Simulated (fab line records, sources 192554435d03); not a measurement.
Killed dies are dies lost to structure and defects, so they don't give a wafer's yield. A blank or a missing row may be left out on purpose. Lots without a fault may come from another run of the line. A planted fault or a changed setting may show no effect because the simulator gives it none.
fab line records | flow n5_finfet | part 1 of 2: steps 1 to 20 of 27
record lots=5 wafers=15 last_day=18
route steps=1938 shown BEOL_M2@861
lots that met no fault: from a run of the same line without faults
start_h: hours from the record's first day to the start of the lot's first wafer shown | wait_h: hours since the lot's step before | " the same as in the row above | L1.1+2: a row that stands for several wafers | - no value, or no start given | * or withheld: withheld | < > ~ a bound
route shown NAME@n: a module of which the file shows steps, and the number in the route of the first | usual: mean/standard deviation of fault-free wafers | same: alike in all rows | chamber/n: place in a boat | sites: the reading at each site | _std_site: their standard deviation | _edge_site: outer sites' mean less inner sites' | radius_mm: how far each site lies from the wafer's centre | mask NAME#n: copy n | behind: the tool/chamber that last shaped the wafer | hold: why the lot was held/for how many hours/how that ended | device: the transistor (n, p or np) that didn't switch | end of line: the same wafers' tests at the end of the route | a step without rows: its recipe alone | killed: dies lost to structure and defects at the first sort, not the wafer's yield | map: a wafer's dies, x killed, . not, _ none there
set.NAME: the setting as run; set.NAME@STEP: as run at that earlier step | model.NAME: the simulator's own value behind a step, which no gauge read
lots at some steps of the route; a table a step, a row a wafer
services: from which hour (start_h, from the record's first day; less than 0 if before it) a tool's chamber was out of use, for how many hours, and why
## steps
# step N5_BEOL_M2_STRIP_65
# recipe chemistry=N2/H2 temp_c=40 n2_flow_sccm=200 h2_flow_sccm=200 rf_frequency_hz=6e+07
# columns lot.wafer tool chamber start_h wait_h
L083.1+3+4 rie_diel-06 1,3,2 185.24 0.1
L084.1+4+5 rie_diel-05 3,2,2 190.49 0.1
L087.2+3+4 rie_diel-05 3,2,1 215.40 0.1
L095.1+5+6 rie_diel-05 1,1,0 257.35 0.1
L096.1+3+5 rie_diel-02 2,1,0 259.91 0.1
# step N5_BEOL_M2_STRIP_75
# recipe chemistry=N2/H2 temp_c=40 n2_flow_sccm=200 h2_flow_sccm=200 rf_frequency_hz=6e+07
# columns lot.wafer tool chamber start_h wait_h
L083.1+3+4 rie_diel-06 1,3,2 185.25 0.0
L084.1+4+5 rie_diel-05 3,2,2 190.50 0.0
L087.2+3+4 rie_diel-05 3,2,1 215.41 0.0
L095.1+5+6 rie_diel-05 1,1,0 257.36 0.0
L096.1+3+5 rie_diel-02 2,1,0 259.92 0.0
# step N5_BEOL_M2_STRIP_66
# recipe chemistry=CF4 resist=SiARC power_w=300 bias_power_w=75 pressure_mtorr=50 cf4_flow_sccm=150 rf_frequency_hz=6e+07
# usual drypump_motor_current_A=5.8/0.63 oes_product_au=0.79/0.082 rf_vpp_V=270.5/1.4 showerhead_plenum_p_Torr=1.76/0.049 throttle_valve_pct=13.50/0.3
# columns lot.wafer tool chamber start_h wait_h drypump_motor_current_A oes_product_au rf_hours_counter_h rf_vpp_V showerhead_plenum_p_Torr throttle_valve_pct
L083.1 rie_diel-06 1 185.26 0.0 5.9 0.98 3 273.7 1.91 13.15
L083.3 " 3 " " 6.4 0.73 182 272.0 1.85 13.73
L083.4 " 2 " " 6.2 0.89 31 270.2 1.78 13.49
L084.1 rie_diel-05 3 190.52 0.0 4.9 0.83 47 269.5 1.74 13.01
L084.4 " 2 " " 6.6 0.71 - 270.2 1.78 13.76
L084.5 " 2 " " 6.6 0.71 - 270.6 1.78 13.76
L087.2 rie_diel-05 3 215.42 0.0 4.9 0.81 56 270.8 1.74 13.05
L087.3 " 2 " " 6.5 0.69 219 270.1 1.78 13.79
L087.4 " 1 " " 6.4 0.87 48 270.5 1.76 13.41
L095.1 rie_diel-05 1 257.37 0.0 6.3 0.86 62 271.4 1.76 13.46
L095.5 " 1 " " 6.4 0.86 - 271.5 1.76 13.45
L095.6 " 0 " " 6.0 0.74 - 270.4 1.71 13.51
L096.1 rie_diel-02 2 259.93 0.0 6.2 0.75 121 267.6 1.73 13.64
L096.3 " 1 " " 5.5 0.82 66 269.4 1.75 13.14
L096.5 " 0 " " 5.1 0.82 - 270.7 1.74 13.35
# step N5_BEOL_M2_HM_OPEN_17
# recipe chemistry=Cl2/BCl3 target_depth_a=200 overetch_a=60 target=TiN mask_material=SOC ion_energy_ev=150 pressure_mtorr=10 icp_w=1000 bias_w=126 Cl2_flow_sccm=53.25 bcl3_flow_sccm=21.75 Ar_flow_sccm=25
# usual bcl3_flow_sccm=21.75/0.063 drypump_motor_current_A=5.96/0.26 mfc_ar_sccm=24.99/0.072 oes_product_au=0.66/0.088 throttle_valve_pct=22.18/0.2
# columns lot.wafer tool chamber start_h wait_h bcl3_flow_sccm drypump_motor_current_A mfc_ar_sccm oes_product_au rf_hours_counter_h throttle_valve_pct
L083.1 rie_metal-03 1 185.31 0.0 21.86 6.06 25.05 0.60 62 21.95
L083.3 " 0 " " 21.65 6.27 24.96 0.76 - 22.23
L083.4 " 1 " " 21.88 6.05 24.97 0.60 - 21.97
L084.1 rie_metal-01 1 190.57 0.0 21.68 6.05 25.04 0.54 105 22.63
L084.4 " 1 " " 21.68 6.03 24.97 0.53 - 22.63
L084.5 " 0 " " 21.64 6.17 24.98 0.60 - 22.13
L087.2 rie_metal-01 1 215.46 0.0 21.74 6.01 24.88 0.54 107 22.61
L087.3 " 0 " " 21.74 6.18 24.97 0.59 - 22.14
L087.4 " 1 " " 21.63 5.98 24.93 0.54 - 22.62
L095.1 rie_metal-03 1 257.42 0.0 21.79 5.99 24.91 0.59 69 21.96
L095.5 " 0 " " 21.87 6.27 24.98 0.74 - 22.22
L095.6 " 1 " " 21.90 6.02 24.91 0.59 - 21.98
L096.1 rie_metal-03 0 259.97 0.0 21.77 6.23 25.07 0.74 16 22.24
L096.3 " 1 " " 21.73 6.05 25.04 0.60 - 21.96
L096.5 " 0 " " 21.74 6.23 25.05 0.73 - 22.22
# step N5_BEOL_M2_STRIP_19
# recipe chemistry=O2 power_w=400 temp_c=40 pressure_mtorr=30 rf_frequency_hz=6e+07 bias_power_w=0 overash_fraction=0.2 o2_flow_sccm=225
# usual drypump_motor_current_A=5.8/0.59 o2_flow_sccm=225.0/0.64 oes_product_au=0.80/0.087 rf_vpp_V=3.7/0.47 showerhead_plenum_p_Torr=2.07/0.072 throttle_valve_pct=16.60/0.29
# columns lot.wafer tool chamber start_h wait_h drypump_motor_current_A o2_flow_sccm oes_product_au rf_hours_counter_h rf_vpp_V showerhead_plenum_p_Torr throttle_valve_pct
L083.1 rie_diel-05 0 185.42 0.1 6.0 225.0 0.77 135 3.2 2.01 16.49
L083.3 " 3 " " 4.9 223.8 0.83 44 3.7 2.05 16.19
L083.4 " 3 " " 4.9 224.5 0.83 - 3.6 2.05 16.21
L084.1 rie_diel-02 3 190.68 0.1 5.9 224.9 0.70 224 3.4 2.06 16.88
L084.4 " 0 " " 5.1 225.7 0.88 50 2.9 2.06 16.56
L084.5 " 1 " " 5.5 224.9 0.86 - 4.2 2.05 16.16
L087.2 rie_diel-02 3 215.58 0.1 5.9 224.8 0.68 234 2.7 2.06 16.89
L087.3 " 0 " " 5.0 225.0 0.87 59 3.0 2.06 16.57
L087.4 " 1 " " 5.5 225.8 0.84 48 3.3 2.05 16.19
L095.1 rie_diel-06 2 257.54 0.1 6.2 224.4 0.87 55 4.7 2.05 16.63
L095.5 " 2 " " 6.2 224.2 0.87 - 3.9 2.05 16.64
L095.6 " 1 " " 5.9 223.9 0.91 - 3.2 2.23 16.33
L096.1 rie_diel-06 0 260.09 0.1 4.9 225.0 0.68 241 2.7 1.98 17.15
L096.3 " 1 " " 5.9 225.1 0.91 31 2.9 2.23 16.35
L096.5 " 0 " " 4.9 225.3 0.68 - 3.4 1.98 17.13
# step N5_BEOL_M2_CD_MEAS_18
# recipe pitch_nm=36 target_cd_nm=18
# usual cd_nm=18.0/0.34
# columns lot.wafer tool chamber start_h wait_h cd_nm
L083.1 cd_sem-03 - 185.49 0.0 17.9
L083.3 " - " " 17.4
L083.4 " - " " 18.6
L084.1 cd_sem-02 - 190.75 0.0 18.0
L084.4 " - " " 17.7
L084.5 " - " " 17.6
L087.2 cd_sem-02 - 215.65 0.1 17.6
L087.3 " - " " 17.8
L087.4 " - " " 17.7
L095.1 cd_sem-02 - 257.61 0.0 18.7
L095.5 " - " " 18.3
L095.6 " - " " 17.8
L096.1 cd_sem-02 - 260.15 0.0 18.3
L096.3 " - " " 18.5
L096.5 " - " " 18.0
# step N5_BEOL_M2_COAT_67
# recipe resist=SOC temp_c=250 time_s=60 spin_rpm=1500 resist_thk_nm=60
# usual plate_temp_C=249.97/0.16
# columns lot.wafer tool chamber start_h wait_h plate_temp_C
L083.1 litho_track-03 0 185.53 0.0 250.10
L083.3 " 0 " " 249.92
L083.4 " 0 " " 250.17
L084.1 litho_track-04 0 190.78 0.0 249.98
L084.4 " 0 " " 250.10
L084.5 " 0 " " 249.82
L087.2 litho_track-04 0 215.68 0.0 250.19
L087.3 " 0 " " 250.06
L087.4 " 0 " " 249.91
L095.1 litho_track-04 0 257.65 0.0 249.78
L095.5 " 0 " " 249.84
L095.6 " 0 " " 249.85
L096.1 litho_track-03 0 260.19 0.0 249.93
L096.3 " 0 " " 249.89
L096.5 " 0 " " 249.94
# step N5_BEOL_M2_COAT_68
# recipe resist=SiARC temp_c=220 time_s=60 spin_rpm=1500 resist_thk_nm=12
# usual plate_temp_C=219.97/0.14
# columns lot.wafer tool chamber start_h wait_h plate_temp_C
L083.1 litho_track-03 0 - - 219.82
L083.3 " 0 " " 219.87
L083.4 " 0 " " 219.91
L084.1 litho_track-04 0 - - 219.92
L084.4 " 0 " " 220.04
L084.5 " 0 " " 220.00
L087.2 litho_track-04 0 - - 219.79
L087.3 " 0 " " 220.06
L087.4 " 0 " " 220.20
L095.1 litho_track-04 0 - - 219.86
L095.5 " 0 " " 220.22
L095.6 " 0 " " 220.00
L096.1 litho_track-03 0 - - 220.19
L096.3 " 0 " " 219.87
L096.5 " 0 " " 219.94
# step N5_BEOL_M2_COAT_76
# recipe resist=underlayer temp_c=205 time_s=60 spin_rpm=1500 resist_thk_nm=5
# usual plate_temp_C=205.01/0.17
# columns lot.wafer tool chamber start_h wait_h plate_temp_C
L083.1 litho_track-03 0 - - 204.74
L083.3 " 0 " " 204.81
L083.4 " 0 " " 204.71
L084.1 litho_track-04 0 - - 205.26
L084.4 " 0 " " 205.15
L084.5 " 0 " " 205.34
L087.2 litho_track-04 0 - - 204.98
L087.3 " 0 " " 204.99
L087.4 " 0 " " 204.91
L095.1 litho_track-04 0 - - 205.23
L095.5 " 0 " " 205.14
L095.6 " 0 " " 204.94
L096.1 litho_track-03 0 - - 205.02
L096.3 " 0 " " 204.84
L096.5 " 0 " " 205.45
# step N5_BEOL_M2_COAT_22
# recipe resist=CAR-EUV spin_rpm=1500 resist_thk_nm=30
# columns lot.wafer tool chamber start_h wait_h
L083.1+3+4 litho_track-03 0 - -
L084.1+4+5 litho_track-04 0 - -
L087.2+3+4 litho_track-04 0 - -
L095.1+5+6 litho_track-04 0 - -
L096.1+3+5 litho_track-03 0 - -
# step N5_BEOL_M2_EBR_24
# recipe solvent=PGMEA ebr_width_mm=1.5
# columns lot.wafer tool chamber start_h wait_h
L083.1+3+4 litho_track-03 0 - -
L084.1+4+5 litho_track-04 0 - -
L087.2+3+4 litho_track-04 0 - -
L095.1+5+6 litho_track-04 0 - -
L096.1+3+5 litho_track-03 0 - -
# step N5_BEOL_M2_SOFTBAKE_23
# recipe temp_c=110 time_s=60 resist=CAR-EUV
# usual plate_temp_C=109.98/0.12
# columns lot.wafer tool chamber start_h wait_h plate_temp_C
L083.1 litho_track-03 0 - - 110.09
L083.3 " 0 " " 110.35
L083.4 " 0 " " 110.12
L084.1 litho_track-04 0 - - 110.00
L084.4 " 0 " " 109.94
L084.5 " 0 " " 110.03
L087.2 litho_track-04 0 - - 110.21
L087.3 " 0 " " 109.93
L087.4 " 0 " " 109.87
L095.1 litho_track-04 0 - - 109.86
L095.5 " 0 " " 109.92
L095.6 " 0 " " 109.85
L096.1 litho_track-03 0 - - 109.90
L096.3 " 0 " " 109.78
L096.5 " 0 " " 109.77
# step N5_BEOL_M2_EXPOSE_25
# recipe mask_id=V1 na=0.33 source_shape=quasar sigma_inner=0.2 sigma_outer=0.8 polarization=unpolarized defocus_nm=5 dose_mj=63
# same na=0.33
# columns lot.wafer tool chamber start_h wait_h mask
L083.1+3+4 euv_scanner-02 0 185.67 - V1#0
L084.1+4+5 euv_scanner-01 0 191.04 - V1#0
L087.2+3+4 euv_scanner-01 0 215.95 - V1#0
L095.1+5+6 euv_scanner-01 0 257.91 - V1#0
L096.1+3+5 euv_scanner-01 0 260.33 - V1#0
# step N5_BEOL_M2_PEB_26
# recipe peb_temp_c=100 peb_time_s=60 resist=CAR-EUV
# usual plate_temp_C=99.99/0.14
# columns lot.wafer tool chamber start_h wait_h plate_temp_C
L083.1 litho_track-04 0 185.74 0.1 99.87
L083.3 " 0 " " 99.94
L083.4 " 0 " " 99.96
L084.1 litho_track-04 0 191.12 0.1 100.05
L084.4 " 0 " " 99.81
L084.5 " 0 " " 99.98
L087.2 litho_track-03 0 216.02 0.1 100.04
L087.3 " 0 " " 100.13
L087.4 " 0 " " 100.08
L095.1 litho_track-03 0 257.99 0.1 99.94
L095.5 " 0 " " 99.96
L095.6 " 0 " " 99.87
L096.1 litho_track-05 0 260.41 0.1 99.88
L096.3 " 0 " " 99.89
L096.5 " 0 " " 99.94
# step N5_BEOL_M2_DEVELOP_27
# recipe develop_time_s=30 developer=TMAH resist=CAR-EUV rinse_liquid=surfactant_rinse dry=air_spin dev_temp_c=23
# usual developer_temp_C=22.97/0.089
# columns lot.wafer tool chamber start_h wait_h developer_temp_C
L083.1 litho_track-04 0 - - 23.00
L083.3 " 0 " " 23.03
L083.4 " 0 " " 23.15
L084.1 litho_track-04 0 - - 23.05
L084.4 " 0 " " 23.01
L084.5 " 0 " " 22.97
L087.2 litho_track-03 0 - - 23.01
L087.3 " 0 " " 22.97
L087.4 " 0 " " 22.90
L095.1 litho_track-03 0 - - 22.98
L095.5 " 0 " " 22.96
L095.6 " 0 " " 22.93
L096.1 litho_track-05 0 - - 23.02
L096.3 " 0 " " 22.97
L096.5 " 0 " " 22.94
# step N5_BEOL_M2_CD_MEAS_28
# recipe target_cd_nm=26.2 landing_energy_ev=500 detector=se_inlens target_cd_y_nm=24.1 polarity=opening
# usual cd_nm=26.20/0.23
# columns lot.wafer tool chamber start_h wait_h cd_nm
L083.1 cd_sem-02 0 185.81 - 25.94
L083.3 " 0 " " 25.86
L083.4 " 0 " " 25.92
L084.1 cd_sem-02 0 191.19 - 26.04
L084.4 " 0 " " 26.09
L084.5 " 0 " " 25.92
L087.2 cd_sem-01 0 216.09 - 25.95
L087.3 " 0 " " 25.82
L087.4 " 0 " " 26.08
L095.1 cd_sem-03 0 258.06 - 26.05
L095.5 " 0 " " 26.34
L095.6 " 0 " " 26.30
L096.1 cd_sem-01 0 260.47 - 26.24
L096.3 " 0 " " 25.87
L096.5 " 0 " " 26.18
# step N5_BEOL_M2_OVL_MEAS_29
# recipe points_per_wafer=522
# usual V1_OVL=-0.7/0.68
# columns lot.wafer tool chamber start_h wait_h V1_OVL[nm]
L083.1 overlay-01 0 185.84 0.0 -0.6
L083.3 " 0 " " -0.5
L083.4 " 0 " " -0.5
L084.1 overlay-02 0 191.22 0.0 -0.9
L084.4 " 0 " " -1.6
L084.5 " 0 " " -1.3
L087.2 overlay-02 0 216.13 0.0 -0.9
L087.3 " 0 " " -1.2
L087.4 " 0 " " -1.3
L095.1 overlay-02 0 258.09 0.0 -0.7
L095.5 " 0 " " -0.4
L095.6 " 0 " " -1.6
L096.1 overlay-01 0 260.50 0.0 -0.2
L096.3 " 0 " " 0.4
L096.5 " 0 " " 0.1
# step N5_BEOL_M2_INSPECT_30
# recipe mode=adi inspect_instrument=brightfield
# usual raw_defect_count=388/92
# columns lot.wafer tool chamber start_h wait_h raw_defect_count
L083.1 defect_inspect-01 - 185.90 0.1 430
L083.3 " - " " 331
L083.4 " - " " 396
L084.1 defect_inspect-01 - 191.28 0.1 440
L084.4 " - " " 374
L084.5 " - " " 403
L087.2 defect_inspect-01 - 216.18 0.0 364
L087.3 " - " " 323
L087.4 " - " " 376
L095.1 defect_inspect-02 - 258.14 0.1 296
L095.5 " - " " 341
L095.6 " - " " 214
L096.1 defect_inspect-02 - 260.56 0.1 358
L096.3 " - " " 377
L096.5 " - " " 386
# step N5_BEOL_M2_DESCUM_33
# recipe chemistry=O2 time_s=7 source_power_w=50 bias_power_w=20 pressure_mtorr=20 rf_frequency_hz=2.712e+07 temp_c=40 resist=CAR-EUV o2_flow_sccm=225
# usual drypump_motor_current_A=5.8/0.59 o2_flow_sccm=225.0/0.65 oes_product_au=0.80/0.088 rf_vpp_V=242.6/1.1 showerhead_plenum_p_Torr=2.06/0.063 throttle_valve_pct=20.40/0.28
# columns lot.wafer tool chamber start_h wait_h drypump_motor_current_A o2_flow_sccm oes_product_au rf_hours_counter_h rf_vpp_V showerhead_plenum_p_Torr throttle_valve_pct
L083.1 rie_diel-02 0 185.93 0.0 5.0 224.7 0.89 49 243.3 2.06 20.40
L083.3 " 3 " " 6.0 224.0 0.70 224 242.0 2.06 20.59
L083.4 " 1 " " 5.5 224.7 0.86 38 242.8 2.04 19.93
L084.1 rie_diel-06 3 191.35 0.1 6.4 224.7 0.72 184 244.3 2.17 20.63
L084.4 " 0 " " 4.9 224.9 0.70 218 242.4 1.98 20.89
L084.5 " 3 " " 6.4 224.3 0.72 - 243.4 2.17 20.63
L087.2 rie_diel-06 3 216.23 0.0 6.4 225.2 0.71 194 244.3 2.17 20.65
L087.3 " 2 " " 6.2 226.8 0.89 39 241.7 2.05 20.43
L087.4 " 0 " " 4.9 225.1 0.69 228 241.6 1.97 20.90
L095.1 rie_diel-06 0 258.18 0.0 4.9 225.7 0.68 240 241.6 1.97 20.92
L095.5 " 2 " " 6.2 224.6 0.89 - 242.8 2.05 20.48
L095.6 " 1 " " 5.9 225.4 0.91 - 244.7 2.23 20.13
L096.1 rie_diel-02 2 260.60 0.0 6.3 224.8 0.75 121 241.6 2.03 20.49
L096.3 " 1 " " 5.5 226.2 0.83 66 243.2 2.04 19.97
L096.5 " 1 " " 5.5 226.1 0.82 - 242.3 2.04 19.95
# step N5_BEOL_M2_ETCH_77
# recipe chemistry=N2/H2 target=underlayer target_depth_a=65 mask_material=CAR-EUV time_s=5.2 ion_energy_ev=200 pressure_mtorr=30 source_w=840 bias_w=150 n2_flow_sccm=200 h2_flow_sccm=200 ends=cleared
# usual drypump_motor_current_A=5.8/0.59 etch_rf_on_time_s=5.19/0.13 h2_flow_sccm=200.1/0.57 oes_product_au=0.68/0.073 rf_vpp_V=522.6/2.4 showerhead_plenum_p_Torr=2.50/0.076 throttle_valve_pct=17.8/0.36
# columns lot.wafer tool chamber start_h wait_h drypump_motor_current_A etch_rf_on_time_s h2_flow_sccm oes_product_au rf_hours_counter_h rf_vpp_V showerhead_plenum_p_Torr throttle_valve_pct
L083.1 rie_diel-02 0 185.97 0.0 5.0 5.06 199.7 0.76 49 520.5 2.50 17.9
L083.3 " 3 " " 6.0 5.10 200.5 0.60 224 523.3 2.52 18.2
L083.4 " 1 " " 5.5 5.22 200.4 0.73 38 524.0 2.47 17.3
L084.1 rie_diel-06 3 191.38 0.0 6.4 5.35 199.3 0.61 184 526.4 2.65 18.2
L084.4 " 0 " " 4.9 5.11 200.5 0.60 218 519.5 2.42 18.3
L084.5 " 3 " " 6.4 5.35 199.5 0.61 - 521.4 2.65 18.2
L087.2 rie_diel-06 3 216.26 0.0 6.5 5.40 199.7 0.60 194 525.7 2.65 18.2
L087.3 " 2 " " 6.2 5.10 200.3 0.77 39 522.7 2.48 17.7
L087.4 " 0 " " 4.9 5.04 199.5 0.61 228 520.1 2.41 18.3
L095.1 rie_diel-06 0 258.21 0.0 4.9 5.08 200.1 0.59 240 517.6 2.41 18.4
L095.5 " 2 " " 6.3 5.08 199.8 0.74 - 520.3 2.48 17.8
L095.6 " 1 " " 5.9 5.16 199.9 0.79 - 528.4 2.68 17.3
L096.1 rie_diel-02 2 260.63 0.0 6.3 5.17 198.6 0.65 121 520.1 2.46 17.9
L096.3 " 1 " " 5.5 5.22 200.3 0.71 66 520.7 2.46 17.3
L096.5 " 1 " " 5.5 5.19 199.9 0.70 - 520.8 2.46 17.3
